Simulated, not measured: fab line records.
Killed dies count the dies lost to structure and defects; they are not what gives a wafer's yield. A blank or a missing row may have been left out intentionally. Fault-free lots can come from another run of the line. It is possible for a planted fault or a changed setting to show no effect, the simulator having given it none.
fab line records	flow n5Finfet
record lots=3	wafers=9	lastDay=20
route steps=1938 shown BEOL_M7@1299 BEOL_M8@1332 BEOL_M15@1830
lots untouched by any fault: they come from a run of this same line in which no faults occurred
startH: hours from the record's opening day to when the first of the lot's shown wafers began	waitH: hours from the lot's prior step to this one	" as in the row above	L1.1+2: one row covering several wafers at once	- either no value or no given start	* or withheld: withheld	< > ~ a bound
route shown NAME@n: a module of which the file shows steps, and the number in the route of the first	usual: average and standard deviation across the fault-free wafers	same: alike in all rows	chamber/n: place in a boat	sites: readings site by site	_std_site: the standard deviation of these	_edge_site: mean of outer sites minus mean of inner sites	radiusMm: for every site, how far away it sits from the centre of the wafer	mask NAME#n: copy n	behind: the last tool/chamber to shape the wafer	hold: reason for holding the lot/hours on hold/outcome of the hold	device: names the non-switching transistor (n, p or np)	end of line: tests of these same wafers at the route's end	a step given without rows: its recipe and nothing more	killed: dies lost to structure and defects at the first sort, not the wafer's yield	map: per-die view of a wafer (x killed, . not killed, _ where there is no die)
set.NAME: the setting the step ran with; set.NAME@STEP: the setting that earlier step ran with	model.NAME: the simulator's own value behind a step, which no gauge read
certain route steps with their lots: each step a table, each wafer a row
services: when a tool's chamber went out of use (startH, in hours from the record's first day, below 0 if earlier), for how many hours, and the reason
## steps
# step N5_BEOL_M7_DESCUM_33
# recipe chemistry=O2	timeS=7	sourcePowerW=50	biasPowerW=20	pressureMtorr=20	rfFrequencyHz=2.712e+07	tempC=40	resist=CAR-EUV	o2FlowSccm=225
# step N5_BEOL_M7_ETCH_72
# recipe chemistry=N2/H2	target=underlayer	targetDepthA=65	maskMaterial=CAR-EUV	timeS=5.2	ionEnergyEv=200	pressureMtorr=30	sourceW=840	biasW=150	n2FlowSccm=200	h2FlowSccm=200	ends=cleared
# step N5_BEOL_M7_ETCH_65
# recipe chemistry=CF4	target=SiARC	targetDepthA=156	maskMaterial=CAR-EUV	timeS=26	ionEnergyEv=80	pressureMtorr=40	sourceW=545	biasW=36	Ar_flow_sccm=100	cf4FlowSccm=100	ends=cleared
# step N5_BEOL_M7_ETCH_66
# recipe chemistry=N2/H2	target=SOC	targetDepthA=800	overetchA=160	maskMaterial=SiARC	tempC=40	timeS=120	ionEnergyEv=200	pressureMtorr=30	sourceW=840	biasW=150	n2FlowSccm=200	h2FlowSccm=200
# step N5_BEOL_M7_STRIP_69
# recipe chemistry=N2/H2	tempC=40	n2FlowSccm=200	h2FlowSccm=200	rfFrequencyHz=6e+07
# step N5_BEOL_M7_STRIP_73
# recipe chemistry=N2/H2	tempC=40	n2FlowSccm=200	h2FlowSccm=200	rfFrequencyHz=6e+07
# step N5_BEOL_M7_VIA_ETCH_34
# recipe chemistry=C4F6/O2	target=SiCOH_lowk	targetDepthA=1255	maskMaterial=SOC	taperDeg=4	timeS=50.5	ionEnergyEv=250	pressureMtorr=30	sourceW=345	biasW=185	Ar_flow_sccm=300	C4F6_flow_sccm=10	O2_flow_sccm=10
# step N5_BEOL_M7_STRIP_76
# recipe chemistry=C4F6/O2	resist=SiARC	rfFrequencyHz=6e+07
# step N5_BEOL_M7_STRIP_36
# recipe chemistry=N2/H2	powerW=450	tempC=40	pressureMtorr=20	rfFrequencyHz=6e+07	overashFraction=0.3	biasPowerW=7	h2Frac=0.5	n2FlowSccm=200	h2FlowSccm=200
# step N5_BEOL_M7_TRENCH_ETCH_37
# recipe chemistry=C4F6/O2	targetDepthA=934.78	target=SiCOH_lowk	timeS=31.2	ionEnergyEv=250	pressureMtorr=30	sourceW=345	biasW=185	Ar_flow_sccm=300	C4F6_flow_sccm=10	O2_flow_sccm=10
# usual drypumpMotorCurrentA=5.3/0.46	oesProductAu=0.77/0.082	rfFwdPowerW=340.6/1.8	rfVppV=667/6.3	showerheadPlenumPTorr=2.91/0.064	throttleValvePct=20.92/0.2
lot.wafer	tool	chamber	startH	waitH	drypumpMotorCurrentA	oesProductAu	rfFwdPowerW	rfHoursCounterH	rfVppV	showerheadPlenumPTorr	throttleValvePct	model.BEOL_M7.featureDepthNm	model.etch.depthNm
L314.3	rieDiel-02	1	336.40	-	5.1	0.72	342.3	199	660	2.95	20.81	92.8	92.89
L314.5	"	2	"	"	4.8	0.80	341.8	-	666	2.98	21.44	93.6	93.51
L314.6	"	3	"	"	5.5	0.77	340.8	-	670	2.97	20.74	93	92.94
L323.2	rieDiel-04	0	383.31	-	6.1	0.87	338.5	51	678	2.89	20.94	93.4	93.42
L323.3	"	3	"	"	5.6	0.72	342.3	200	660	2.82	20.86	92.6	92.57
L323.5	"	3	"	"	5.7	0.71	340.9	-	661	2.82	20.84	92.8	92.87
L322.2	rieDiel-02	2	394.85	-	4.8	0.73	258.8	130	765	2.97	21.43	83.6	83.66
L322.3	"	1	"	"	5.0	0.71	341.8	216	660	2.94	20.84	92.6	92.64
L322.5	"	3	"	"	5.5	0.76	342.3	-	669	2.96	20.73	92.6	92.5
# step N5_BEOL_M7_ETCH_41
# recipe chemistry=CH3F/O2	target=SiCN	targetDepthA=319	taperDeg=2	timeS=57.8	ionEnergyEv=120	maskMaterial=TiN	pressureMtorr=30	sourceW=395	biasW=75	Ar_flow_sccm=150	CH3F_flow_sccm=30	O2_flow_sccm=20
# step N5_BEOL_M7_STRIP_80
# recipe chemistry=N2/H2	timeS=10	powerW=450	tempC=40	pressureMtorr=20	rfFrequencyHz=6e+07	biasPowerW=7	n2FlowSccm=200	h2FlowSccm=200
# step N5_BEOL_M7_OCD_MEAS_38
# usual trenchDepthNm=92.8/1
lot.wafer	tool	chamber	startH	waitH	trenchDepthNm
L314.3	ocd-02	-	336.56	-	93.0
L314.5	"	-	"	"	93.0
L314.6	"	-	"	"	93.1
L323.2	ocd-01	-	383.47	-	92.9
L323.3	"	-	"	"	92.4
L323.5	"	-	"	"	93.5
L322.2	ocd-02	-	395.01	-	84.0
L322.3	"	-	"	"	92.9
L322.5	"	-	"	"	92.5
# step N5_BEOL_M7_HM_STRIP_39
# recipe chemistry=peroxideTinStrip	material=TiN	targetDepthA=250	tempC=50	timeS=158
# step N5_BEOL_M7_SRD_40
# recipe timeS=30	tempC=23	rinseLiquid=diw	dry=ipaMarangoni
# step N5_BEOL_M7_PRECLEAN_42
# recipe chemistry=residueRemover	timeS=60	tempC=40
# step N5_BEOL_M7_SRD_43
# recipe timeS=30	tempC=23	rinseLiquid=diw	dry=ipaMarangoni
# step N5_BEOL_M7_CURE_75
# recipe tempC=370	timeS=120	ambient=DMADMS/He	material=SiCOH_lowk
# step N5_BEOL_M7_DEGAS_44
# recipe ambient=vacuum	tempC=250	timeS=60
# step N5_BEOL_M7_PRE_CLEAN_45
# recipe gas=H2/He	timeS=30	tempC=250
# step N5_BEOL_M7_ALD_77
# recipe material=TaN	targetThkA=20	tempC=275	aldPrecursorFamily=PDMAT	aldCoReactant=NH3	pressureTorr=3	carrierFlowSccm=1500	pulseTimeS=2	purgeTimeS=3	coReactantPurgeTimeS=2	coReactantPulseTimeS=3	aldCycles=40	precursorVesselTempC=75	precursorVesselPressureTorr=26.25	precursorVesselCarrierSccm=1000
# step N5_BEOL_M7_SURFACE_TREAT_79
# recipe gas=Ar	timeS=*	ionEnergyEv=*	ionCurrentMaCm2=0.5	pressureMtorr=*	arFlowSccm=30
# step N5_BEOL_M7_CVD_78
# recipe material=Co	targetThkA=20	tempC=withheld	precursor=CCTBA/H2	pressureTorr=30	timeS=142.3
# step N5_BEOL_M7_SPUTTER_48
# recipe material=Cu	targetThkA=100	tempC=-20	biasV=60	powerW=26000	chamberPressurePa=0.13	timeS=1.667
# step N5_BEOL_M7_ECD_50
# recipe material=Cu	targetThkA=3000
# step N5_BEOL_M7_ANNEAL_51
# recipe tempC=225	timeS=90	ambient=N2
# step N5_BEOL_M7_CMP_52
# recipe stopOn=SiCOH_lowk	tOverpolishS=6.9	downForcePsi=1	platenRpm=50	clearingPlatenDownForcePsi=1.5	clearingPlatenRpm=50	postCmpClean=cuAlkaline	targetThkNm=80	clearingPlatenPadVelocityMS=0.99484	padVelocityMS=0.99484
# usual barrierFieldEndpointS=28.6/0.61	edgeZonePressureFrac=1.000/0.0055	headPressurePsi=1.0001/0.0021	motorCurrentA=5.9/0.35	overpolishRunS=6.901/0.0082	slurryFilterDpKPa=13.51/0.13	timeToEndpointS=61.1/2.2
lot.wafer	tool	chamber	startH	waitH	barrierFieldEndpointS	edgeZonePressureFrac	headPressurePsi	motorCurrentA	overpolishRunS	slurryFilterDpKPa	timeToEndpointS	model.Cu_of_BEOL_M7_ECD_50.thkNm
L314.3	cmp-01	2	338.49	0.2	28.9	0.997	1.0012	5.5	6.899	13.60	62.1	78.8
L314.5	"	0	"	"	28.5	0.999	0.9981	6.1	6.903	13.49	60.8	80.4
L314.6	"	1	"	"	29.8	1.005	1.0008	6.0	6.903	13.47	61.4	78.4
L323.2	cmp-02	1	388.31	0.3	29.1	1.002	0.9968	5.9	6.905	13.41	62.2	79.4
L323.3	"	2	"	"	28.5	0.997	1.0026	5.7	6.902	13.48	58.4	77.8
L323.5	"	1	"	"	29.1	1.001	0.9975	5.8	6.907	13.49	59.8	79.4
L322.3	cmp-03	3	398.81	0.2	29.8	1.001	1.0020	5.5	6.893	13.59	62.9	77.4
L322.2	"	1	"	"	28.4	1.000	0.9989	6.2	6.899	13.52	58.5	69.6
L322.5	"	3	"	"	30.0	1.002	1.0011	5.4	6.895	13.76	62.3	79
# step N5_BEOL_M7_THK_MEAS_53
# recipe thkMeasGauge=xrf	reads=Cu_of_BEOL_M7_ECD_50
# usual M7_THK=79.2/1.6
lot.wafer	tool	chamber	startH	waitH	M7_THK[nm]
L314.3	filmMetro-01	-	338.71	-	78.4
L314.5	"	-	"	"	80.3
L314.6	"	-	"	"	78.0
L323.2	filmMetro-02	-	388.57	-	79.9
L323.3	"	-	"	"	78.2
L323.5	"	-	"	"	79.3
L322.2	filmMetro-02	-	399.11	-	70.0
L322.3	"	-	"	"	77.7
L322.5	"	-	"	"	79.0
# step N5_BEOL_M7_PRE_CLEAN_55
# recipe gas=NH3	timeS=15	tempC=withheld	rfPowerW=300
# step N5_BEOL_M7_DEP_56
# recipe material=SiCN	targetThkA=100	tempC=withheld	precursor=3MS/NH3	pressureTorr=3	rfW=202	timeS=17.5
# step N5_BEOL_M7_RS_MEAS_57
# recipe thkMeasGauge=four-point-probe	reads=Cu_of_BEOL_M7_ECD_50+Co_of_BEOL_M7_CVD_78+TaN_of_BEOL_M7_ALD_77
# usual M7_RS=0.290/0.0061
lot.wafer	tool	chamber	startH	waitH	M7_RS[ohm/sq]
L314.3	filmMetro-01	-	338.84	0.1	0.291
L314.5	"	-	"	"	0.285
L314.6	"	-	"	"	0.293
L323.2	filmMetro-02	-	388.70	0.1	0.289
L323.3	"	-	"	"	0.295
L323.5	"	-	"	"	0.288
L322.2	filmMetro-01	-	399.24	0.1	0.337
L322.3	"	-	"	"	0.297
L322.5	"	-	"	"	0.290
# step N5_BEOL_M8_ILD_DEP_00
# recipe material=SiCOH_lowk	targetThkA=1797.5	tempC=300	precursor=DEMS/porogen	pressureTorr=5	rfW=500	timeS=33.4
# step N5_BEOL_M8_CURE_74
# recipe tempC=385	timeS=240	ambient=He/Ar	material=SiCOH_lowk
# step N5_BEOL_M8_PECVD_70
# recipe material=SiO2	targetThkA=200	tempC=400	precursor=TEOS/O2	pressureTorr=5.5	rfW=450	teosFlowSccm=53.8	gas=O2	flowSccm=3000	timeS=22.7
# step N5_BEOL_M8_HM_DEP_02
# recipe material=TiN	targetThkA=200	tempC=25	chamberPressurePa=0.49996
# step N5_BEOL_M8_COAT_59
# recipe resist=SOC	tempC=250	timeS=60	spinRpm=1500	resistThkNm=100
# step N5_BEOL_M15_RC_MEAS_101
# usual COMB_M10=1.5e-11/3.2e-12	COMB_M11=1.5e-11/3.2e-12	COMB_M11_max_site=2.1e-11/4.7e-12	COMB_M12=6.9e-12/1.6e-12	COMB_M13=5.4e-12/1e-12	COMB_M14=4e-12/8.6e-13	COMB_M15=3e-12/8.8e-13	COMB_M15_max_site=4.2e-12/1.1e-12	COMB_M5=3.7e-11/7.6e-12	COMB_M6=2.6e-11/5.1e-12	COMB_M7=2.5e-11/5e-12	COMB_M8=2.6e-11/4.8e-12	COMB_M9=1.44e-11/2.5e-12	SERP_M10=3.11/0.06	SERP_M11=3.08/0.052	SERP_M11_max_site=3.17/0.062	SERP_M12=0.643/0.014	SERP_M13=0.312/0.0045	SERP_M14=0.163/0.0031	SERP_M5=39.4/1.3	SERP_M6=13.9/0.43	SERP_M7=14.1/0.42	SERP_M7_max_site=14.7/0.44	SERP_M8=13.9/0.45	SERP_M9=3.09/0.068
lot.wafer	tool	chamber	startH	waitH	COMB_M10[S/m]	COMB_M11[S/m]	COMB_M11_max_site[S/m]	COMB_M12[S/m]	COMB_M13[S/m]	COMB_M14[S/m]	COMB_M15[S/m]	COMB_M15_max_site[S/m]	COMB_M5[S/m]	COMB_M6[S/m]	COMB_M7[S/m]	COMB_M8[S/m]	COMB_M9[S/m]	SERP_M10[ohm/um]	SERP_M11[ohm/um]	SERP_M11_max_site[ohm/um]	SERP_M12[ohm/um]	SERP_M13[ohm/um]	SERP_M14[ohm/um]	SERP_M5[ohm/um]	SERP_M6[ohm/um]	SERP_M7[ohm/um]	SERP_M7_max_site[ohm/um]	SERP_M8[ohm/um]	SERP_M9[ohm/um]
L314.3	prober-01	0	400.91	0.3	1.4e-11	1e-11	1.3e-11	5.8e-12	5.9e-12	3.5e-12	1.8e-12	2.5e-12	3.4e-11	2.8e-11	2.6e-11	1.8e-11	1.39e-11	3.12	3.00	3.07	0.657	0.310	0.161	39.9	13.7	13.8	14.3	13.8	3.16
L314.5	"	0	"	"	2e-11	1.4e-11	2e-11	6.2e-12	4.8e-12	4.1e-12	1.9e-12	2.8e-12	3.2e-11	2.5e-11	2.1e-11	2.1e-11	1.11e-11	3.18	3.06	3.16	0.612	0.313	0.161	40.2	13.9	13.6	13.9	13.2	3.15
L314.6	"	0	"	"	1.5e-11	1.5e-11	2.9e-11	5.4e-12	4.3e-12	5.1e-12	1.9e-12	2.7e-12	4.6e-11	2e-11	3.1e-11	2.4e-11	1.43e-11	3.14	3.07	3.11	0.639	0.308	0.159	41.8	13.7	13.9	14.3	13.8	3.18
L323.2	prober-02	0	451.55	0.2	1.6e-11	2.1e-11	2.6e-11	7.2e-12	6.8e-12	3.6e-12	4.7e-12	5.2e-12	3.6e-11	3.2e-11	2.2e-11	2.8e-11	1.36e-11	3.00	3.05	3.19	0.648	0.316	0.160	38.3	13.7	14.4	15.1	14.1	3.07
L323.3	"	0	"	"	1.5e-11	1.7e-11	2.5e-11	6e-12	5.4e-12	4.8e-12	3.7e-12	5.7e-12	3.8e-11	2.6e-11	2.1e-11	3e-11	1.29e-11	3.08	3.03	3.09	0.634	0.310	0.162	39.0	13.8	14.1	14.9	13.5	3.09
L323.5	"	0	"	"	1.6e-11	1.9e-11	2.7e-11	7.9e-12	5.9e-12	5.3e-12	3.6e-12	4.7e-12	3.5e-11	2.8e-11	2.4e-11	3.3e-11	1.15e-11	3.09	3.18	3.24	0.638	0.311	0.163	36.9	13.7	14.1	14.8	13.7	3.13
L322.2	prober-02	0	464.32	0.2	1.3e-11	1.5e-11	2.1e-11	7.4e-12	5.3e-12	4.7e-12	5.2e-12	5.6e-12	5.2e-11	2.1e-11	3e-11	2e-11	1.4e-11	2.93	3.18	3.23	0.660	0.311	0.162	38.4	13.8	16.1	16.9	13.9	3.08
L322.3	"	0	"	"	1.1e-11	1.7e-11	2e-11	6.6e-12	4.9e-12	3.9e-12	4.4e-12	5.6e-12	4.4e-11	3.1e-11	2.5e-11	2.9e-11	1.34e-11	3.00	3.12	3.23	0.642	0.302	0.161	40.9	13.6	14.8	14.9	14.4	3.10
L322.5	"	0	"	"	1.9e-11	1.5e-11	1.8e-11	7.1e-12	5.8e-12	3.9e-12	4.6e-12	5.8e-12	3e-11	2.4e-11	2.8e-11	2.9e-11	1.38e-11	3.07	3.10	3.18	0.662	0.312	0.164	39.4	13.6	14.7	15.3	13.6	3.08
# sites SERP_M7 radiusMm=0,75,75,75,75,140,140,140,140
L314.3 13.7 13.7 13.8 13.7 13.8 14.1 14.1 14.3 13.7
L323.2 14.6 14.4 15.1 14.5 14.5 14.1 14.2 14.3 13.8
L322.2 16.1 16.6 16.9 16.3 16.7 16.0 15.5 15.7 15.6
## services
tool	chamber	startH	hours	kind
cmp-01	-	312.79	1.2	repair
cmp-02	-	329.36	0.8	repair
cmp-02	-	340.27	8.9	pm
cmp-03	-	341.70	0.9	repair
cmp-01	-	345.68	4.3	repair
cmp-03	-	346.40	1.2	repair
cmp-02	-	351.37	2.5	repair
rieDiel-02	3	351.99	7.2	repair
cmp-02	-	355.12	0.5	repair
rieDiel-02	0	359.19	-	clean
rieDiel-02	0	359.19	-	consumableReplace:focusRing
rieDiel-02	0	359.19	22.7	scheduledDown
rieDiel-02	0	359.19	22.7	ventCycle
rieDiel-04	2	369.75	-	clean
rieDiel-04	2	369.75	-	consumableReplace:focusRing
rieDiel-04	2	369.75	20.7	scheduledDown
rieDiel-04	2	369.75	20.7	ventCycle
cmp-02	-	380.95	4.0	pm
cmp-02	-	384.95	-	consumableReplace:conditioner
cmp-02	-	384.95	-	consumableReplace:pad
cmp-02	-	390.01	4.1	pm
cmp-01	-	392.09	4.0	pm
cmp-01	-	396.09	-	consumableReplace:conditioner
cmp-01	-	396.09	-	consumableReplace:pad
## key
firstSign step=N5_BEOL_M7_TRENCH_ETCH_37	reading=rfFwdPowerW	direction=down	sigmas=46	usual=*	struck=*
effect step=N5_BEOL_M7_TRENCH_ETCH_37	reading=rfVppV	direction=up	sigmas=16	usual=667	struck=765
effect step=N5_BEOL_M7_OCD_MEAS_38	reading=trenchDepthNm	direction=down	sigmas=8.7	usual=92.8	struck=84.0
effect step=N5_BEOL_M7_THK_MEAS_53	reading=M7_THK	direction=down	sigmas=5.6	usual=79.2	struck=70.0
effect step=N5_BEOL_M7_RS_MEAS_57	reading=M7_RS	direction=up	sigmas=7.7	usual=0.290	struck=0.337
effect step=N5_BEOL_M15_RC_MEAS_101	reading=SERP_M7	direction=up	sigmas=4.9	usual=14.1	struck=16.1
modelEffect step=N5_BEOL_M7_TRENCH_ETCH_37	value=BEOL_M7.featureDepthNm	without=93	struck=83.6
modelEffect step=N5_BEOL_M7_CMP_52	value=Cu_of_BEOL_M7_ECD_50.thkNm	without=79	struck=69.6
metAt N5_BEOL_M7_TRENCH_ETCH_37
struckWafers L322.2
onsetBetween 336.40 394.85
fault kind=processParameterDrift	tool=rieDiel-02	chamber=2	onsetH=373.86	steps=N5_BEOL_M7_TRENCH_ETCH_37	channel=sourceW	offset=-82.8	shape=step	endH=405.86	actsIn=theseRecipesOnly	stated=345
